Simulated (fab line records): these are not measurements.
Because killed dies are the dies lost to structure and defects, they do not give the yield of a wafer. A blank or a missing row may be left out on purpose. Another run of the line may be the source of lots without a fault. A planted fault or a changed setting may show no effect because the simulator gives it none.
fab line records ; flow nand-harc
[record] lots = 6; wafers = 18; last-day = 32
route steps=1302 shown A_ZERO_WELL@406 A_SOURCE_PLATE@413 A_ONON_D1@425 END@1302
lots untouched by any fault: they come from a run of this same line in which no faults occurred
start-h: the number of hours between the record's first day and the start of the first shown wafer of the lot ; wait-h: hours from the lot's prior step to this one ; " repeats the value in the row above ; L1.1+2: a single row standing in for several wafers ; - no value, or no start was given ; * or withheld: withheld ; < > ~ a bound
route shown NAME@n: a module of which the file shows steps, and the number in the route of the first ; usual: mean/standard deviation of fault-free wafers ; same: alike in all rows ; chamber/n: place in a boat ; sites: per-site readings ; _std_site: the standard deviation of these ; _edge_site: outer sites' mean less inner sites' ; radius-mm: how far each site lies from the wafer's centre ; mask NAME#n: copy n ; behind: tool/chamber where the wafer was last shaped ; hold: cause of the lot's hold/its duration in hours/its outcome ; device: transistor that didn't switch, given as n, p or np ; end of line: the same wafers' tests at the end of the route ; where a step has no rows: the recipe by itself ; killed: dies that structure and defects cost at the first sort, which is not the same as the wafer's yield ; map: per-die view of a wafer (x killed, . not killed, _ where there is no die)
set.NAME: the run value of the setting; set.NAME@STEP: its run value at that earlier step ; model.NAME: the simulator's own value behind a step, which no gauge read
lots at selected steps of the route; one table per step, one row per wafer
services: the hour from which a tool's chamber was out of use, counted from the record's first day as start-h (under 0 if before that day), plus the number of hours and why
[[steps]]
[step NHARC_A_ZERO_WELL_STRIP_14]
[recipe] time-s = 900; temp-c = 130; chemistry = SPM
[step NHARC_A_ZERO_WELL_IMPLANT_15]
[recipe] energy-kev = 150; dose-cm2 = 1e+13; tilt-deg = 7
[step NHARC_A_ZERO_WELL_PRECLEAN_22]
[recipe] time-s = 60; temp-c = 50; bath-age-min = 0; chemistry = SC1
[step NHARC_A_ZERO_WELL_SRD_23]
[step NHARC_A_ZERO_WELL_RTA_16]
[recipe] temp-c = 1000; time-s = 10
[usual] lamp-power-pct = 28/3.3; wafer_temp_C_max = 1005.1/0.89
lot.wafer;tool;chamber;start-h;wait-h;lamp-power-pct;wafer_temp_C_max
L243.1;rtp-anneal-02;0;178.23;-;25;1006.4
L243.2;rtp-anneal-02;0;178.23;-;25;1005.1
L243.4;rtp-anneal-02;0;178.23;-;25;1006.1
L244.2;rtp-anneal-02;0;179.79;-;25;1006.2
L244.5;rtp-anneal-02;0;179.79;-;25;1005.7
L244.6;rtp-anneal-02;0;179.79;-;25;1004.7
L247.2;rtp-anneal-02;0;209.34;-;25;1005.1
L247.3;rtp-anneal-02;0;209.34;-;25;1005.7
L247.5;rtp-anneal-02;0;209.34;-;25;1004.2
L255.1;rtp-anneal-01;0;288.60;-;31;1006.1
L255.2;rtp-anneal-01;0;288.60;-;31;1004.8
L255.5;rtp-anneal-01;0;288.60;-;31;1004.8
L258.2;rtp-anneal-02;0;319.64;-;25;1005.4
L258.3;rtp-anneal-02;0;319.64;-;25;1005.9
L258.6;rtp-anneal-02;0;319.64;-;25;1004.8
L259.1;rtp-anneal-02;0;335.27;-;25;1004.1
L259.2;rtp-anneal-02;0;335.27;-;25;1005.1
L259.3;rtp-anneal-02;0;335.27;-;25;1006.3
[step NHARC_A_ZERO_WELL_INSPECT_17]
[usual] raw-defect-count = 10/5.8
lot.wafer;tool;chamber;start-h;wait-h;raw-defect-count
L243.1;defect-inspect-01;-;178.43;0.2;8
L243.2;defect-inspect-01;-;178.43;0.2;3
L243.4;defect-inspect-01;-;178.43;0.2;3
L244.2;defect-inspect-01;-;179.96;0.1;4
L244.5;defect-inspect-01;-;179.96;0.1;8
L244.6;defect-inspect-01;-;179.96;0.1;12
L247.2;defect-inspect-01;-;209.51;0.1;7
L247.3;defect-inspect-01;-;209.51;0.1;13
L247.5;defect-inspect-01;-;209.51;0.1;14
L255.1;defect-inspect-02;-;288.80;0.2;5
L255.2;defect-inspect-02;-;288.80;0.2;4
L255.5;defect-inspect-02;-;288.80;0.2;11
L258.2;defect-inspect-02;-;319.81;0.1;10
L258.3;defect-inspect-02;-;319.81;0.1;8
L258.6;defect-inspect-02;-;319.81;0.1;8
L259.1;defect-inspect-02;-;335.47;0.2;9
L259.2;defect-inspect-02;-;335.47;0.2;22
L259.3;defect-inspect-02;-;335.47;0.2;10
[step NHARC_A_SOURCE_PLATE_PRECLEAN_00]
[recipe] time-s = 60; chemistry = HF-LAST
[step NHARC_A_SOURCE_PLATE_SRD_01]
[step NHARC_A_SOURCE_PLATE_OXIDE_02]
[recipe] target-thk-a = 100; temp-c = 900; ox-time-s = 1362; material = SiO2
[step NHARC_A_SOURCE_PLATE_THK_MEAS_09]
[recipe] thk-meas-gauge = ellipsometry
[usual] thk-nm = 9.7/1
lot.wafer;tool;chamber;start-h;wait-h;thk-nm
L243.1;film-metro-02;-;187.50;0.4;9.0
L243.2;film-metro-02;-;187.50;0.4;8.2
L243.4;film-metro-02;-;187.50;0.4;9.3
L244.2;film-metro-01;-;187.51;0.4;9.5
L244.5;film-metro-01;-;187.51;0.4;10.1
L244.6;film-metro-01;-;187.51;0.4;8.5
L247.2;film-metro-02;-;215.94;0.4;11.8
L247.3;film-metro-02;-;215.94;0.4;9.1
L247.5;film-metro-02;-;215.94;0.4;9.9
L255.1;film-metro-02;-;295.57;0.4;10.7
L255.2;film-metro-02;-;295.57;0.4;7.3
L255.5;film-metro-02;-;295.57;0.4;9.3
L258.2;film-metro-01;-;326.64;0.4;9.6
L258.3;film-metro-01;-;326.64;0.4;9.4
L258.6;film-metro-01;-;326.64;0.4;9.0
L259.1;film-metro-01;-;342.26;0.4;9.7
L259.2;film-metro-01;-;342.26;0.4;11.4
L259.3;film-metro-01;-;342.26;0.4;7.6
[step NHARC_A_SOURCE_PLATE_PVD_04]
[recipe] target-thk-a = 500; material = WSi2
[step NHARC_A_SOURCE_PLATE_CVD_03]
[recipe] target-thk-a = 2000; temp-c = 620; pressure-mtorr = 200; time-s = 4000; material = poly-Si
[usual] zone-power-lower-pct = 9.1/0.47
lot.wafer;tool;chamber;start-h;wait-h;zone-power-lower-pct
L243.1;lpcvd-poly-03;0;189.99;-;9.0
L243.2;lpcvd-poly-03;0;189.99;-;9.3
L243.4;lpcvd-poly-03;0;189.99;-;9.1
L244.2;lpcvd-poly-03;0;189.99;-;9.1
L244.5;lpcvd-poly-03;0;189.99;-;9.1
L244.6;lpcvd-poly-03;0;189.99;-;9.3
L247.2;lpcvd-poly-01;0;218.59;-;10.1
L247.3;lpcvd-poly-01;0;218.59;-;10.0
L247.5;lpcvd-poly-01;0;218.59;-;10.3
L255.1;lpcvd-poly-03;0;298.05;-;9.1
L255.2;lpcvd-poly-03;0;298.05;-;9.2
L255.5;lpcvd-poly-03;0;298.05;-;9.2
L258.2;lpcvd-poly-01;0;329.22;-;10.0
L258.3;lpcvd-poly-01;0;329.22;-;10.0
L258.6;lpcvd-poly-01;0;329.22;-;10.2
L259.1;lpcvd-poly-02;0;344.85;-;8.7
L259.2;lpcvd-poly-02;0;344.85;-;8.7
L259.3;lpcvd-poly-02;0;344.85;-;8.9
[step NHARC_A_SOURCE_PLATE_ANNEAL_05]
[recipe] temp-c = 850; time-s = 1800
[step NHARC_A_SOURCE_PLATE_THK_MEAS_06]
[recipe] thk-meas-gauge = ellipsometry
[usual] thk-nm = 200.2/2.5
lot.wafer;tool;chamber;start-h;wait-h;thk-nm
L243.1;film-metro-02;-;200.47;0.4;201.1
L243.2;film-metro-02;-;200.47;0.4;202.0
L243.4;film-metro-02;-;200.47;0.4;201.8
L244.2;film-metro-01;-;200.47;0.4;200.0
L244.5;film-metro-01;-;200.47;0.4;198.0
L244.6;film-metro-01;-;200.47;0.4;199.2
L247.2;film-metro-01;-;228.97;0.4;202.7
L247.3;film-metro-01;-;228.97;0.4;200.9
L247.5;film-metro-01;-;228.97;0.4;202.9
L255.1;film-metro-01;-;309.14;0.4;198.0
L255.2;film-metro-01;-;309.14;0.4;199.2
L255.5;film-metro-01;-;309.14;0.4;200.5
L258.2;film-metro-02;-;339.57;0.4;200.9
L258.3;film-metro-02;-;339.57;0.4;197.5
L258.6;film-metro-02;-;339.57;0.4;199.3
L259.1;film-metro-02;-;357.59;0.4;201.7
L259.2;film-metro-02;-;357.59;0.4;202.9
L259.3;film-metro-02;-;357.59;0.4;201.2
[step NHARC_A_SOURCE_PLATE_INSPECT_08]
[usual] raw-defect-count = 53/21
lot.wafer;tool;chamber;start-h;wait-h;hold;raw-defect-count
L243.1;defect-inspect-02;-;200.55;0.0;await-dispo/0.2h/release;936
L243.2;defect-inspect-02;-;200.55;0.0;await-dispo/0.2h/release;997
L243.4;defect-inspect-02;-;200.55;0.0;await-dispo/0.2h/release;960
L243.1;defect-inspect-02;-;200.72;0.2;-;940
L243.2;defect-inspect-02;-;200.72;0.2;-;1004
L243.4;defect-inspect-02;-;200.72;0.2;-;964
L244.2;defect-inspect-01;-;200.55;0.0;await-dispo/0.2h/release;939
L244.5;defect-inspect-01;-;200.55;0.0;await-dispo/0.2h/release;942
L244.6;defect-inspect-01;-;200.55;0.0;await-dispo/0.2h/release;855
L244.2;defect-inspect-01;-;200.72;0.2;-;939
L244.5;defect-inspect-01;-;200.72;0.2;-;947
L244.6;defect-inspect-01;-;200.72;0.2;-;865
L247.2;defect-inspect-01;-;229.04;0.0;-;40
L247.3;defect-inspect-01;-;229.04;0.0;-;63
L247.5;defect-inspect-01;-;229.04;0.0;-;41
L255.1;defect-inspect-01;-;309.21;0.0;-;19
L255.2;defect-inspect-01;-;309.21;0.0;-;54
L255.5;defect-inspect-01;-;309.21;0.0;-;44
L258.2;defect-inspect-01;-;339.67;0.0;-;33
L258.3;defect-inspect-01;-;339.67;0.0;-;35
L258.6;defect-inspect-01;-;339.67;0.0;-;48
L259.1;defect-inspect-01;-;357.66;0.0;-;28
L259.2;defect-inspect-01;-;357.66;0.0;-;38
L259.3;defect-inspect-01;-;357.66;0.0;-;25
[step NHARC_A_ONON_D1_THK_MEAS_02]
[recipe] thk-meas-gauge = ellipsometry
[usual] thk-nm = 1000/9.7
lot.wafer;tool;chamber;start-h;wait-h;thk-nm
L243.1;film-metro-02;-;203.75;-;989
L243.2;film-metro-02;-;203.75;-;988
L243.4;film-metro-02;-;203.75;-;989
L244.2;film-metro-01;-;207.75;-;991
L244.5;film-metro-01;-;207.75;-;991
L244.6;film-metro-01;-;207.75;-;992
L247.2;film-metro-01;-;229.61;-;1002
L247.3;film-metro-01;-;229.61;-;1000
L247.5;film-metro-01;-;229.61;-;1001
L255.1;film-metro-02;-;309.79;-;1017
L255.2;film-metro-02;-;309.79;-;1021
L255.5;film-metro-02;-;309.79;-;1017
L258.2;film-metro-02;-;340.25;-;1007
L258.3;film-metro-02;-;340.25;-;1011
L258.6;film-metro-02;-;340.25;-;1009
L259.1;film-metro-02;-;358.23;-;1004
L259.2;film-metro-02;-;358.23;-;1003
L259.3;film-metro-02;-;358.23;-;1004
[step NHARC_A_ONON_D1_DEP_03]
[recipe] target-thk-a = 10000; n2-flow-sccm = 2750; n2o-flow-sccm = 2000; nh3-flow-sccm = 500; sih4-flow-sccm = 210; temp-c = 400
[step NHARC_A_ONON_D1_THK_MEAS_05]
[recipe] thk-meas-gauge = ellipsometry
[usual] thk-nm = 1002/9.3
lot.wafer;tool;chamber;start-h;wait-h;thk-nm
L243.1;film-metro-01;-;204.31;-;1014
L243.2;film-metro-01;-;204.31;-;1015
L243.4;film-metro-01;-;204.31;-;1014
L244.2;film-metro-01;-;208.32;-;1012
L244.5;film-metro-01;-;208.32;-;1010
L244.6;film-metro-01;-;208.32;-;1009
L247.2;film-metro-01;-;230.17;-;1008
L247.3;film-metro-01;-;230.17;-;1008
L247.5;film-metro-01;-;230.17;-;1007
L255.1;film-metro-01;-;310.35;-;994
L255.2;film-metro-01;-;310.35;-;996
L255.5;film-metro-01;-;310.35;-;996
L258.2;film-metro-02;-;340.82;-;1018
L258.3;film-metro-02;-;340.82;-;1020
L258.6;film-metro-02;-;340.82;-;1019
L259.1;film-metro-02;-;358.80;-;1011
L259.2;film-metro-02;-;358.80;-;1012
L259.3;film-metro-02;-;358.80;-;1012
[step NHARC_A_ONON_D1_DEP_06]
[recipe] target-thk-a = 10000; n2-flow-sccm = 2750; n2o-flow-sccm = 2000; nh3-flow-sccm = 500; sih4-flow-sccm = 210; temp-c = 400
[step NHARC_A_ONON_D1_THK_MEAS_08]
[recipe] thk-meas-gauge = ellipsometry
[usual] thk-nm = 999/8.7
lot.wafer;tool;chamber;start-h;wait-h;thk-nm
L243.1;film-metro-01;-;204.88;-;996
L243.2;film-metro-01;-;204.88;-;996
L243.4;film-metro-01;-;204.88;-;995
L244.2;film-metro-02;-;209.44;-;998
L244.5;film-metro-02;-;209.44;-;997
L244.6;film-metro-02;-;209.44;-;999
L247.2;film-metro-01;-;230.74;-;1002
L247.3;film-metro-01;-;230.74;-;999
L247.5;film-metro-01;-;230.74;-;1001
L255.1;film-metro-02;-;310.93;-;994
L255.2;film-metro-02;-;310.93;-;995
L255.5;film-metro-02;-;310.93;-;995
L258.2;film-metro-01;-;341.39;-;1016
L258.3;film-metro-01;-;341.39;-;1015
L258.6;film-metro-01;-;341.39;-;1017
L259.1;film-metro-02;-;359.37;-;1000
L259.2;film-metro-02;-;359.37;-;999
L259.3;film-metro-02;-;359.37;-;999
[step NHARC_A_ONON_D1_DEP_09]
[recipe] target-thk-a = 10000; n2-flow-sccm = 2750; n2o-flow-sccm = 2000; nh3-flow-sccm = 500; sih4-flow-sccm = 210; temp-c = 400
[step NHARC_A_ONON_D1_THK_MEAS_11]
[recipe] thk-meas-gauge = ellipsometry
[usual] thk-nm = 1001/10
lot.wafer;tool;chamber;start-h;wait-h;thk-nm
L243.1;film-metro-02;-;205.44;-;994
L243.2;film-metro-02;-;205.44;-;994
L243.4;film-metro-02;-;205.44;-;994
L244.2;film-metro-02;-;210.26;-;1001
L244.5;film-metro-02;-;210.26;-;1001
L244.6;film-metro-02;-;210.26;-;1000
L247.2;film-metro-02;-;231.30;-;994
L247.3;film-metro-02;-;231.30;-;995
L247.5;film-metro-02;-;231.30;-;995
L255.1;film-metro-01;-;311.49;-;999
L255.2;film-metro-01;-;311.49;-;998
L255.5;film-metro-01;-;311.49;-;999
L258.2;film-metro-02;-;341.95;-;1000
L258.3;film-metro-02;-;341.95;-;998
L258.6;film-metro-02;-;341.95;-;999
L259.1;film-metro-02;-;359.93;-;1017
L259.2;film-metro-02;-;359.93;-;1015
L259.3;film-metro-02;-;359.93;-;1017
[step NHARC_A_ONON_D1_DEP_12]
[recipe] target-thk-a = 10000; n2-flow-sccm = 2750; n2o-flow-sccm = 2000; nh3-flow-sccm = 500; sih4-flow-sccm = 210; temp-c = 400
[step NHARC_A_ONON_D1_THK_MEAS_14]
[recipe] thk-meas-gauge = ellipsometry
[usual] thk-nm = 1002/9.6
lot.wafer;tool;chamber;start-h;wait-h;thk-nm
L243.1;film-metro-01;-;206.02;-;1012
L243.2;film-metro-01;-;206.02;-;1012
L243.4;film-metro-01;-;206.02;-;1013
L244.2;film-metro-01;-;210.83;-;1014
L244.5;film-metro-01;-;210.83;-;1014
L244.6;film-metro-01;-;210.83;-;1015
L247.2;film-metro-02;-;231.86;-;997
L247.3;film-metro-02;-;231.86;-;995
L247.5;film-metro-02;-;231.86;-;996
L255.1;film-metro-01;-;312.06;-;1004
L255.2;film-metro-01;-;312.06;-;1004
L255.5;film-metro-01;-;312.06;-;1003
L258.2;film-metro-02;-;342.52;-;1007
L258.3;film-metro-02;-;342.52;-;1008
L258.6;film-metro-02;-;342.52;-;1009
L259.1;film-metro-02;-;360.50;-;1009
L259.2;film-metro-02;-;360.50;-;1008
L259.3;film-metro-02;-;360.50;-;1007
[step NHARC_A_ONON_D1_ANNEAL_15]
[recipe] temp-c = 750; time-s = 3600
[step NHARC_A_ONON_D1_DEP_16]
[recipe] target-thk-a = 10000; n2-flow-sccm = 2750; n2o-flow-sccm = 2000; nh3-flow-sccm = 500; sih4-flow-sccm = 210; temp-c = 400
[step NHARC_A_ONON_D1_THK_MEAS_18]
[recipe] thk-meas-gauge = ellipsometry
[usual] thk-nm = 1002/8.1
lot.wafer;tool;chamber;start-h;wait-h;thk-nm
L243.1;film-metro-01;-;211.31;-;1003
L243.2;film-metro-01;-;211.31;-;1003
L243.4;film-metro-01;-;211.31;-;1003
L244.2;film-metro-02;-;215.29;-;994
L244.5;film-metro-02;-;215.29;-;992
L244.6;film-metro-02;-;215.29;-;994
L247.2;film-metro-02;-;239.48;-;1000
L247.3;film-metro-02;-;239.48;-;997
L247.5;film-metro-02;-;239.48;-;998
L255.1;film-metro-01;-;319.87;-;1009
L255.2;film-metro-01;-;319.87;-;1009
L255.5;film-metro-01;-;319.87;-;1009
L258.2;film-metro-02;-;353.29;-;987
L258.3;film-metro-02;-;353.29;-;987
L258.6;film-metro-02;-;353.29;-;988
L259.1;film-metro-01;-;372.22;-;1005
L259.2;film-metro-01;-;372.22;-;1006
L259.3;film-metro-01;-;372.22;-;1004
[step NHARC_A_ONON_D1_DEP_19]
[recipe] target-thk-a = 10000; n2-flow-sccm = 2750; n2o-flow-sccm = 2000; nh3-flow-sccm = 500; sih4-flow-sccm = 210; temp-c = 400
[step NHARC_A_ONON_D1_THK_MEAS_21]
[recipe] thk-meas-gauge = ellipsometry
[usual] thk-nm = 999/9.4
lot.wafer;tool;chamber;start-h;wait-h;thk-nm
L243.1;film-metro-01;-;211.88;-;1024
L243.2;film-metro-01;-;211.88;-;1022
L243.4;film-metro-01;-;211.88;-;1024
L244.2;film-metro-02;-;215.86;-;1004
L244.5;film-metro-02;-;215.86;-;1003
L244.6;film-metro-02;-;215.86;-;1002
L247.2;film-metro-01;-;240.51;-;992
L247.3;film-metro-01;-;240.51;-;994
L247.5;film-metro-01;-;240.51;-;995
L255.1;film-metro-02;-;320.44;-;993
L255.2;film-metro-02;-;320.44;-;992
L255.5;film-metro-02;-;320.44;-;993
L258.2;film-metro-02;-;353.86;-;997
L258.3;film-metro-02;-;353.86;-;995
L258.6;film-metro-02;-;353.86;-;996
L259.1;film-metro-02;-;372.78;-;1017
L259.2;film-metro-02;-;372.78;-;1014
L259.3;film-metro-02;-;372.78;-;1016
[step NHARC_A_ONON_D1_DEP_22]
[recipe] target-thk-a = 10000; n2-flow-sccm = 2750; n2o-flow-sccm = 2000; nh3-flow-sccm = 500; sih4-flow-sccm = 210; temp-c = 400
[step NHARC_A_ONON_D1_THK_MEAS_24]
[recipe] thk-meas-gauge = ellipsometry
[usual] thk-nm = 1002/7.1
lot.wafer;tool;chamber;start-h;wait-h;thk-nm
L243.1;film-metro-01;-;212.44;-;993
L243.2;film-metro-01;-;212.44;-;991
L243.4;film-metro-01;-;212.44;-;990
L244.2;film-metro-02;-;216.42;-;1004
L244.5;film-metro-02;-;216.42;-;1005
L244.6;film-metro-02;-;216.42;-;1006
L247.2;film-metro-02;-;241.17;-;996
L247.3;film-metro-02;-;241.17;-;997
L247.5;film-metro-02;-;241.17;-;997
L255.1;film-metro-02;-;321.01;-;1012
L255.2;film-metro-02;-;321.01;-;1011
L255.5;film-metro-02;-;321.01;-;1010
L258.2;film-metro-02;-;354.42;-;996
L258.3;film-metro-02;-;354.42;-;994
L258.6;film-metro-02;-;354.42;-;996
L259.1;film-metro-01;-;373.35;-;1013
L259.2;film-metro-01;-;373.35;-;1013
L259.3;film-metro-01;-;373.35;-;1012
[step NHARC_A_ONON_D1_DEP_25]
[recipe] target-thk-a = 10000; n2-flow-sccm = 2750; n2o-flow-sccm = 2000; nh3-flow-sccm = 500; sih4-flow-sccm = 210; temp-c = 400
[step NHARC_A_ONON_D1_THK_MEAS_27]
[recipe] thk-meas-gauge = ellipsometry
[usual] thk-nm = 998/8.9
lot.wafer;tool;chamber;start-h;wait-h;hold;thk-nm
L243.1;film-metro-01;-;213.01;-;-;998
L243.2;film-metro-01;-;213.01;-;-;998
L243.4;film-metro-01;-;213.01;-;-;997
L244.6;film-metro-02;-;217.00;-;await-dispo/0.2h/release;1005
L244.6;film-metro-02;-;217.17;0.2;-;1006
L247.2;film-metro-01;-;241.74;-;-;1006
L247.3;film-metro-01;-;241.74;-;-;1009
L247.5;film-metro-01;-;241.74;-;-;1007
L255.1;film-metro-01;-;321.58;-;-;992
L255.2;film-metro-01;-;321.58;-;-;990
L255.5;film-metro-01;-;321.58;-;-;990
L258.2;film-metro-01;-;354.99;-;-;1002
L258.3;film-metro-01;-;354.99;-;-;1002
L258.6;film-metro-01;-;354.99;-;-;1001
L259.1;film-metro-02;-;373.91;-;-;988
L259.2;film-metro-02;-;373.91;-;-;990
L259.3;film-metro-02;-;373.91;-;-;990
[step NHARC_A_ONON_D1_DEP_28]
[recipe] target-thk-a = 10000; n2-flow-sccm = 2750; n2o-flow-sccm = 2000; nh3-flow-sccm = 500; sih4-flow-sccm = 210; temp-c = 400
[step NHARC_A_ONON_D1_THK_MEAS_30]
[recipe] thk-meas-gauge = ellipsometry
[usual] thk-nm = 999/9.1
lot.wafer;tool;chamber;start-h;wait-h;thk-nm
L243.1;film-metro-02;-;213.58;-;994
L243.2;film-metro-02;-;213.58;-;993
L243.4;film-metro-02;-;213.58;-;994
L244.6;film-metro-01;-;228.55;-;1003
L247.2;film-metro-01;-;242.30;-;989
L247.3;film-metro-01;-;242.30;-;990
L247.5;film-metro-01;-;242.30;-;990
L255.1;film-metro-02;-;322.14;-;1014
L255.2;film-metro-02;-;322.14;-;1017
L255.5;film-metro-02;-;322.14;-;1014
L258.2;film-metro-02;-;355.55;-;1008
L258.3;film-metro-02;-;355.55;-;1005
L258.6;film-metro-02;-;355.55;-;1004
L259.1;film-metro-01;-;374.47;-;991
L259.2;film-metro-01;-;374.47;-;989
L259.3;film-metro-01;-;374.47;-;993
[step NHARC_A_ONON_D1_DEP_33]
[recipe] target-thk-a = 2000; temp-c = 400; pressure-torr = 6.5; rf-w = 900; teos-flow-sccm = 161.4; flow-sccm = 2650; target-thk-nm = 200; gas = O2; material = SiO2
[usual] flow-sccm = 2649/7.8; heater-power-w = 581/76; susceptor-temp-C = 399.99/0.24; throttle-valve-pct = 16.0/0.49
lot.wafer;tool;chamber;start-h;wait-h;flow-sccm;heater-power-w;susceptor-temp-C;throttle-valve-pct
L243.2;pecvd-01;2;213.68;0.1;2649;621;399.76;16.1
L243.1;pecvd-01;0;213.68;0.1;2648;552;399.75;16.1
L243.4;pecvd-01;0;213.68;0.1;2653;554;399.81;15.9
L244.6;pecvd-03;0;228.73;0.2;2661;617;399.64;16.1
L247.3;pecvd-04;1;242.40;0.1;2660;665;400.10;16.5
L247.2;pecvd-04;2;242.40;0.1;2639;672;399.75;17.2
L247.5;pecvd-04;1;242.40;0.1;2647;671;399.89;16.5
L255.1;pecvd-04;0;322.24;0.1;2633;580;400.33;16.0
L255.2;pecvd-04;1;322.24;0.1;2656;641;399.77;16.6
L255.5;pecvd-04;0;322.24;0.1;2646;600;400.71;15.9
L258.3;pecvd-03;2;355.66;0.1;2659;533;399.75;15.5
L258.2;pecvd-03;0;355.66;0.1;2650;466;400.20;16.1
L258.6;pecvd-03;1;355.66;0.1;2640;601;399.92;16.1
L259.3;pecvd-04;1;374.53;0.1;2649;625;400.23;16.6
L259.1;pecvd-04;2;374.53;0.1;2640;578;400.06;16.8
L259.2;pecvd-04;0;374.53;0.1;2653;448;399.65;15.7
[step NHARC_A_ONON_D1_THK_MEAS_34]
[recipe] thk-meas-gauge = ellipsometry
[usual] thk-nm = 198.2/2.9
lot.wafer;tool;chamber;start-h;wait-h;thk-nm
L243.1;film-metro-02;-;214.05;-;196.1
L243.2;film-metro-02;-;214.05;-;195.2
L243.4;film-metro-02;-;214.05;-;200.9
L244.6;film-metro-01;-;229.04;-;201.1
L247.2;film-metro-02;-;242.78;-;198.2
L247.3;film-metro-02;-;242.78;-;196.2
L247.5;film-metro-02;-;242.78;-;201.3
L255.1;film-metro-01;-;322.62;-;196.5
L255.2;film-metro-01;-;322.62;-;198.5
L255.5;film-metro-01;-;322.62;-;200.7
L258.2;film-metro-02;-;356.02;-;195.9
L258.3;film-metro-02;-;356.02;-;194.5
L258.6;film-metro-02;-;356.02;-;200.4
L259.1;film-metro-01;-;374.94;-;195.5
L259.2;film-metro-01;-;374.94;-;193.0
L259.3;film-metro-01;-;374.94;-;196.6
[step NHARC_END_SORT_01]
[recipe] temp-c = 25
[usual] killed-at-array = 56/18; killed-at-other = 1.4/1.5; killed-at-periphery = 4/3.1; killed-dies = 61/19; killed-open = 3.5/1.8; killed-short = 2.4/1.4
[same] gross-dies = 677
lot.wafer;tool;chamber;start-h;wait-h;killed-at-array;killed-at-other;killed-at-periphery;killed-dies;killed-open;killed-short
L244.6;prober-02;0;643.75;3.9;128;3;1;132;5;2
// killed by level:class
L244.6 A_SOURCE_PLATE:unspecified=50 A_CHANNEL_HOLE_D2:chamber-film-flake=35 A_CHANNEL_HOLE_D1:chamber-film-flake=30 THIN_TSV:chamber-film-flake=3 A_WL_FILL:geometric-particle:open=2 A_CHANNEL_FILL_D2:chamber-film-flake=2 A_BONDPAD:chamber-film-flake=2 P_CONTACT:geometric-particle:open=1
[[services]]
tool;chamber;start-h;hours;kind
pecvd-03;-;185.09;13.0;pm
pecvd-03;0;185.09;13.0;vent-cycle
pecvd-03;1;185.09;13.0;vent-cycle
pecvd-03;2;185.09;13.0;vent-cycle
pecvd-03;0;198.09;-;clean
pecvd-03;1;198.09;-;clean
pecvd-03;2;198.09;-;clean
lpcvd-poly-02;-;206.00;26.0;pm
pecvd-04;-;269.14;13.0;pm
pecvd-04;0;269.14;13.0;vent-cycle
pecvd-04;1;269.14;13.0;vent-cycle
pecvd-04;2;269.14;13.0;vent-cycle
pecvd-04;0;282.14;-;clean
pecvd-04;1;282.14;-;clean
pecvd-04;2;282.14;-;clean
pecvd-01;-;311.35;13.0;pm
pecvd-01;0;311.35;13.0;vent-cycle
pecvd-01;1;311.35;13.0;vent-cycle
pecvd-01;2;311.35;13.0;vent-cycle
pecvd-03;-;366.09;13.0;pm
pecvd-03;0;366.09;13.0;vent-cycle
pecvd-03;1;366.09;13.0;vent-cycle
pecvd-03;2;366.09;13.0;vent-cycle
rtp-anneal-01;-;372.00;12.0;pm
[[key]]
[first-sign] step = NHARC_A_SOURCE_PLATE_INSPECT_08; reading = visit; direction = added
[effect] step = NHARC_A_SOURCE_PLATE_INSPECT_08; reading = raw-defect-count; direction = up; sigmas = 43; usual = 53; struck = 938
met-at NHARC_A_SOURCE_PLATE_CVD_03
struck-wafers L243.1,L243.2,L243.4,L244.2,L244.5,L244.6
scrapped-behind NHARC_A_CHANNEL_HOLE_D1_INSPECT_12 L243.1,L243.2,L243.4
rows-end L244.2,L244.5
tester-left-out L244
[fault] kind = chamber-particle-source; tool = lpcvd-poly-03; chamber = -; onset-h = 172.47; steps = NHARC_A_SOURCE_PLATE_CVD_03; rate-per-visit-cm2 = 1.4067; end-h = 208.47
// tester-left-out: of these lots the tester's yield and bins aren't shown, on N5 and GAA mostly nor the transistor test; their killed dies are dies lost to structure and defects alone, not to doping, threshold or leakage, so they don't give the yield
// rows-end: these wafers met a further fault down the route, and their rows from its step on are left out
